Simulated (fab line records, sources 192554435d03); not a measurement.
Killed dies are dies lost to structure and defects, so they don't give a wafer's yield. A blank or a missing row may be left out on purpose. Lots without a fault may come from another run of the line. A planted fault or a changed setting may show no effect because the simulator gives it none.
Split-lot experiment | flow n5_finfet | 7 lots, 39 wafers read, on a route of 1938 steps

THE SPLIT
At N5_BEOL_M9_TRENCH_ETCH_37 (etches SiCOH lowk in C4F6/O2, target depth 151.43 nm, time 49 s), the setting time_s was moved away from the recipe's 49 s on 15 of the 39 wafers read, by -55.2% to +38.6%. The other wafers ran this setting at the recipe's value.

FROM THE SPLIT TO THE READING: what the file shows between them, 11 steps
- N5_BEOL_M9_ETCH_41: etches SiCN in CH3F/O2, target depth 36.6 nm, time 70.1 s
- N5_BEOL_M9_STRIP_80: strips in N2/H2, time 10 s
- N5_BEOL_M9_OCD_MEAS_38
- N5_BEOL_M9_HM_STRIP_39: strips TiN in peroxide tin strip, target depth 25 nm, time 158 s
- N5_BEOL_M9_SRD_40: time 30 s
- N5_BEOL_M9_ECD_50: material Cu, target thk 318 nm
- N5_BEOL_M9_ANNEAL_51: time 90 s
- N5_BEOL_M9_CMP_52: polishes, stops on SiCOH lowk, t overpolish 7 s, target thk 140 nm
- N5_BEOL_M9_THK_MEAS_53: measures by xrf
- N5_BEOL_M9_PRE_CLEAN_55: time 15 s
- N5_BEOL_M9_DEP_56: deposits SiCN from 3MS/NH3, target thk 15 nm, time 26.5 s

THE READING
M9_RS, in ohm/sq, at N5_BEOL_M9_RS_MEAS_57 (measures by four-point-probe). Fault-free wafers of this fab line usually give 0.153 ohm/sq, standard deviation 0.0036 ohm/sq.

wafer  | tool, chamber at the split | time_s as run, s | against the recipe | M9_RS, ohm/sq | against lot-mates on the recipe
L076.1 | rie_diel-04, 3             | 23.77            | -51.5%             | 0.403         | +0.249
L076.2 | rie_diel-04, 0             | 23.77            | -51.5%             | 0.407         | +0.253
L076.3 | rie_diel-04, 2             | 49               | recipe             | 0.158         | -
L076.4 | rie_diel-04, 1             | 49               | recipe             | 0.151         | -
L076.5 | rie_diel-04, 1             | 23.77            | -51.5%             | 0.388         | +0.234
L076.6 | rie_diel-04, 0             | 49               | recipe             | 0.154         | -
L075.1 | rie_diel-02, 1             | 67.91            | +38.6%             | 0.108         | -0.044
L075.2 | rie_diel-02, 2             | 49               | recipe             | 0.149         | -
L075.3 | rie_diel-02, 3             | 67.91            | +38.6%             | 0.103         | -0.049
L075.4 | rie_diel-02, 2             | 67.91            | +38.6%             | 0.101         | -0.051
L075.5 | rie_diel-02, 3             | 49               | recipe             | 0.148         | -
L075.6 | rie_diel-02, 1             | 49               | recipe             | 0.159         | -
L080.1 | rie_diel-02, 1             | 49               | recipe             | 0.157         | -
L080.2 | rie_diel-02, 2             | 49               | recipe             | 0.150         | -
L080.3 | rie_diel-02, 3             | 49               | recipe             | 0.150         | -
L080.4 | rie_diel-02, 2             | 49               | recipe             | 0.148         | -
L080.5 | rie_diel-02, 3             | 49               | recipe             | 0.147         | -
L080.6 | rie_diel-02, 1             | 49               | recipe             | 0.157         | -
L078.3 | rie_diel-03, 2             | 49               | recipe             | 0.152         | -
L078.4 | rie_diel-03, 2             | 49               | recipe             | 0.153         | -
L078.6 | rie_diel-03, 3             | 49               | recipe             | 0.150         | -
L089.1 | rie_diel-04, 2             | 49               | recipe             | 0.154         | -
L089.2 | rie_diel-04, 3             | 27.78            | -43.3%             | 0.303         | +0.150
L089.3 | rie_diel-04, 1             | 49               | recipe             | 0.147         | -
L089.4 | rie_diel-04, 1             | 27.78            | -43.3%             | 0.307         | +0.154
L089.5 | rie_diel-04, 3             | 27.78            | -43.3%             | 0.302         | +0.149
L089.6 | rie_diel-04, 2             | 49               | recipe             | 0.157         | -
L091.1 | rie_diel-03, 3             | 49               | recipe             | 0.151         | -
L091.2 | rie_diel-03, 1             | 21.96            | -55.2%             | 0.424         | +0.272
L091.3 | rie_diel-03, 2             | 49               | recipe             | 0.156         | -
L091.4 | rie_diel-03, 1             | 49               | recipe             | 0.149         | -
L091.5 | rie_diel-03, 3             | 21.96            | -55.2%             | 0.435         | +0.283
L091.6 | rie_diel-03, 2             | 21.96            | -55.2%             | 0.441         | +0.289
L093.1 | rie_diel-04, 2             | 49               | recipe             | 0.161         | -
L093.2 | rie_diel-04, 0             | 59.38            | +21.2%             | 0.125         | -0.036
L093.3 | rie_diel-04, 1             | 59.38            | +21.2%             | 0.124         | -0.037
L093.4 | rie_diel-04, 2             | 49               | recipe             | 0.163         | -
L093.5 | rie_diel-04, 0             | 49               | recipe             | 0.159         | -
L093.6 | rie_diel-04, 1             | 59.38            | +21.2%             | 0.122         | -0.039

THE FIT
A straight line over all 39 wafers: M9_RS changes by -0.00372 ohm/sq for each +1% of time_s; r = -0.94; the points scatter about the line by 0.035 ohm/sq.
The same after taking each lot's own level away (the mean of its wafers on the recipe; 39 wafers): -0.00374 ohm/sq for each +1%; r = -0.95; scatter 0.035 ohm/sq.
On that fit, the largest move of time_s shifts the reading by 0.21 ohm/sq.
The lots' own levels span 0.1515 to 0.1610 ohm/sq, that is 2.6 times the standard deviation above.
So the lot-to-lot level changes the slope little: the two slopes agree.
Check: with one of the wafers moved furthest among these (-55.2%) left out of the fit, the line predicts +0.22 ohm/sq for it against its lot-mates. It came out at +0.272 ohm/sq against them.

OTHER SPLITS ON THESE WAFERS
These wafers also went through other splits before the reading. Each is held against what the fit with the lots' levels taken away leaves over:
other split on the same wafers | wafers away from the commonest value | r with M9_RS (lot level and that fit taken away)
N5_BEOL_M8_DESCUM_16 time_s    | 12                                   | +0.31

THE WHOLE CHAIN: every reading that the file lists as answering this split, in the file's order
step                      | what it does                                                       | reading                                                                          | change (the file's fit)                | r (the file's)
N5_BEOL_M9_TRENCH_ETCH_37 | etches SiCOH lowk in C4F6/O2, target depth 151.43 nm, time 49 s    | BEOL_M9.feature_depth_nm (the simulator's own value, which no gauge read)        | +1.49 nm for each +1% of the setting   | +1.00
N5_BEOL_M9_TRENCH_ETCH_37 | etches SiCOH lowk in C4F6/O2, target depth 151.43 nm, time 49 s    | etch.depth_nm (the simulator's own value, which no gauge read)                   | +1.49 nm for each +1% of the setting   | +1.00
N5_BEOL_M9_TRENCH_ETCH_37 | etches SiCOH lowk in C4F6/O2, target depth 151.43 nm, time 49 s    | TiN_of_BEOL_M9_HM_DEP_02.thk_nm (the simulator's own value, which no gauge read) | -0.0416 nm for each +1% of the setting | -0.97
N5_BEOL_M9_OCD_MEAS_38    |                                                                    | trench_depth_nm                                                                  | +1.49 nm for each +1% of the setting   | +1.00
N5_BEOL_M9_CMP_52         | polishes, stops on SiCOH lowk, t overpolish 7 s, target thk 140 nm | Cu_of_BEOL_M9_ECD_50.thk_nm (the simulator's own value, which no gauge read)     | +1.5 nm for each +1% of the setting    | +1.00
N5_BEOL_M9_THK_MEAS_53    | measures by xrf                                                    | M9_THK                                                                           | +1.52 for each +1% of the setting      | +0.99
N5_BEOL_M9_RS_MEAS_57     | measures by four-point-probe                                       | M9_RS                                                                            | -0.00393 for each +1% of the setting   | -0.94

THE FILE'S OWN FIT
M9_RS changes by -0.00393 ohm/sq for each +1% of time_s, r = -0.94.
